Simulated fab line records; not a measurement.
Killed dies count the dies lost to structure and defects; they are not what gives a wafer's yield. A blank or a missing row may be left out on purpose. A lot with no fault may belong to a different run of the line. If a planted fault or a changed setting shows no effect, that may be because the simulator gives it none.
Chamber matching || flow n5Finfet || 4 sister chambers for N5_BEOL_M14_VIA_ETCH_16 on rieDiel-05
The step etches SiO2 in C4F8/O2/Ar, target depth 1231.3 nm. 20 wafers are shown with their chamber, then 10 later ones without.

EACH WAFER AND ITS CHAMBER
{"wafer": "L074.2", "chamber": 3, "throttleValvePct (%)": 30.7, "drypumpMotorCurrentA (A)": 5.5, "showerheadPlenumPTorr (Torr)": 3.69}
{"wafer": "L074.3", "chamber": 1, "throttleValvePct (%)": 31.3, "drypumpMotorCurrentA (A)": 6.2, "showerheadPlenumPTorr (Torr)": 3.41}
{"wafer": "L074.5", "chamber": 0, "throttleValvePct (%)": 30.8, "drypumpMotorCurrentA (A)": 5.2, "showerheadPlenumPTorr (Torr)": 3.27}
{"wafer": "L075.3", "chamber": 3, "throttleValvePct (%)": 30.7, "drypumpMotorCurrentA (A)": 5.5, "showerheadPlenumPTorr (Torr)": 3.68}
{"wafer": "L075.5", "chamber": 0, "throttleValvePct (%)": 30.8, "drypumpMotorCurrentA (A)": 5.1, "showerheadPlenumPTorr (Torr)": 3.26}
{"wafer": "L075.6", "chamber": 3, "throttleValvePct (%)": 30.7, "drypumpMotorCurrentA (A)": 5.5, "showerheadPlenumPTorr (Torr)": 3.68}
{"wafer": "L079.1", "chamber": 1, "throttleValvePct (%)": 31.3, "drypumpMotorCurrentA (A)": 6.2, "showerheadPlenumPTorr (Torr)": 3.41}
{"wafer": "L079.4", "chamber": 2, "throttleValvePct (%)": 31.1, "drypumpMotorCurrentA (A)": 5.3, "showerheadPlenumPTorr (Torr)": 3.55}
{"wafer": "L079.6", "chamber": 3, "throttleValvePct (%)": 30.7, "drypumpMotorCurrentA (A)": 5.5, "showerheadPlenumPTorr (Torr)": 3.67}
{"wafer": "L084.1", "chamber": 0, "throttleValvePct (%)": 30.8, "drypumpMotorCurrentA (A)": 5.1, "showerheadPlenumPTorr (Torr)": 3.25}
{"wafer": "L084.4", "chamber": 3, "throttleValvePct (%)": 30.7, "drypumpMotorCurrentA (A)": 5.5, "showerheadPlenumPTorr (Torr)": 3.67}
{"wafer": "L084.6", "chamber": 3, "throttleValvePct (%)": 30.7, "drypumpMotorCurrentA (A)": 5.5, "showerheadPlenumPTorr (Torr)": 3.67}
{"wafer": "L085.1", "chamber": 1, "throttleValvePct (%)": 31.3, "drypumpMotorCurrentA (A)": 6.1, "showerheadPlenumPTorr (Torr)": 3.40}
{"wafer": "L085.2", "chamber": 2, "throttleValvePct (%)": 31.1, "drypumpMotorCurrentA (A)": 5.3, "showerheadPlenumPTorr (Torr)": 3.54}
{"wafer": "L085.4", "chamber": 1, "throttleValvePct (%)": 31.3, "drypumpMotorCurrentA (A)": 6.2, "showerheadPlenumPTorr (Torr)": 3.40}
{"wafer": "L088.1", "chamber": 3, "throttleValvePct (%)": 30.7, "drypumpMotorCurrentA (A)": 5.5, "showerheadPlenumPTorr (Torr)": 3.66}
{"wafer": "L088.2", "chamber": 2, "throttleValvePct (%)": 31.1, "drypumpMotorCurrentA (A)": 5.3, "showerheadPlenumPTorr (Torr)": 3.54}
{"wafer": "L088.6", "chamber": 3, "throttleValvePct (%)": 30.7, "drypumpMotorCurrentA (A)": 5.4, "showerheadPlenumPTorr (Torr)": 3.66}
{"wafer": "L089.1", "chamber": 2, "throttleValvePct (%)": 31.1, "drypumpMotorCurrentA (A)": 5.3, "showerheadPlenumPTorr (Torr)": 3.53}
{"wafer": "L089.2", "chamber": 0, "throttleValvePct (%)": 30.7, "drypumpMotorCurrentA (A)": 5.2, "showerheadPlenumPTorr (Torr)": 3.65}

SIGNATURES (means of the wafers above)
{"reading": "throttleValvePct", "chamber 0": 30.775, "chamber 1": 31.300, "chamber 2": 31.100, "chamber 3": 30.700, "scatter within a chamber": 0.0217}
{"reading": "drypumpMotorCurrentA", "chamber 0": 5.150, "chamber 1": 6.175, "chamber 2": 5.300, "chamber 3": 5.487, "scatter within a chamber": 0.0405}
{"reading": "showerheadPlenumPTorr", "chamber 0": 3.3575, "chamber 1": 3.4050, "chamber 2": 3.5400, "chamber 3": 3.6725, "scatter within a chamber": 0.0849}
Rule: for a wafer and a chamber, the distance is found by dividing, reading by reading, the gap between the wafer's reading and the chamber's mean by the reading's scatter, squaring, summing and taking the root. If the next closest chamber is less than 2 further off than the closest, the wafer can't be placed; otherwise it belongs to the closest. The scatter: take each reading less its chamber's mean, square it, sum over the shown wafers, divide by the number of wafers less the number of chambers, and take the root.

WAFERS WHOSE CHAMBER IS MISSING
{"wafer": "L089.6", "throttleValvePct (%)": 30.7, "drypumpMotorCurrentA (A)": 5.2, "showerheadPlenumPTorr (Torr)": 3.65}
{"wafer": "L091.1", "throttleValvePct (%)": 30.7, "drypumpMotorCurrentA (A)": 5.1, "showerheadPlenumPTorr (Torr)": 3.65}
{"wafer": "L091.4", "throttleValvePct (%)": 30.7, "drypumpMotorCurrentA (A)": 5.5, "showerheadPlenumPTorr (Torr)": 3.66}
{"wafer": "L091.5", "throttleValvePct (%)": 31.1, "drypumpMotorCurrentA (A)": 5.3, "showerheadPlenumPTorr (Torr)": 3.53}
{"wafer": "L093.3", "throttleValvePct (%)": 31.1, "drypumpMotorCurrentA (A)": 5.3, "showerheadPlenumPTorr (Torr)": 3.53}
{"wafer": "L093.4", "throttleValvePct (%)": 30.7, "drypumpMotorCurrentA (A)": 5.1, "showerheadPlenumPTorr (Torr)": 3.64}
{"wafer": "L093.6", "throttleValvePct (%)": 30.7, "drypumpMotorCurrentA (A)": 5.2, "showerheadPlenumPTorr (Torr)": 3.64}
{"wafer": "L094.4", "throttleValvePct (%)": 31.1, "drypumpMotorCurrentA (A)": 5.3, "showerheadPlenumPTorr (Torr)": 3.53}
{"wafer": "L094.5", "throttleValvePct (%)": 30.7, "drypumpMotorCurrentA (A)": 5.2, "showerheadPlenumPTorr (Torr)": 3.64}
{"wafer": "L094.6", "throttleValvePct (%)": 30.7, "drypumpMotorCurrentA (A)": 5.4, "showerheadPlenumPTorr (Torr)": 3.65}

THE CHAMBER EACH PASSED THROUGH
{"wafer": "L089.6", "from the rows above": 0, "in truth": 0}
{"wafer": "L091.1", "from the rows above": 0, "in truth": 0}
{"wafer": "L091.4", "from the rows above": 3, "in truth": 3}
{"wafer": "L091.5", "from the rows above": 2, "in truth": 2}
{"wafer": "L093.3", "from the rows above": 2, "in truth": 2}
{"wafer": "L093.4", "from the rows above": 0, "in truth": 0}
{"wafer": "L093.6", "from the rows above": 0, "in truth": 0}
{"wafer": "L094.4", "from the rows above": 2, "in truth": 2}
{"wafer": "L094.5", "from the rows above": 0, "in truth": 0}
{"wafer": "L094.6", "from the rows above": 3, "in truth": 3}
Placed correctly: 10 of 10. Number that these rows cannot place: 0. Placed wrongly: 0.
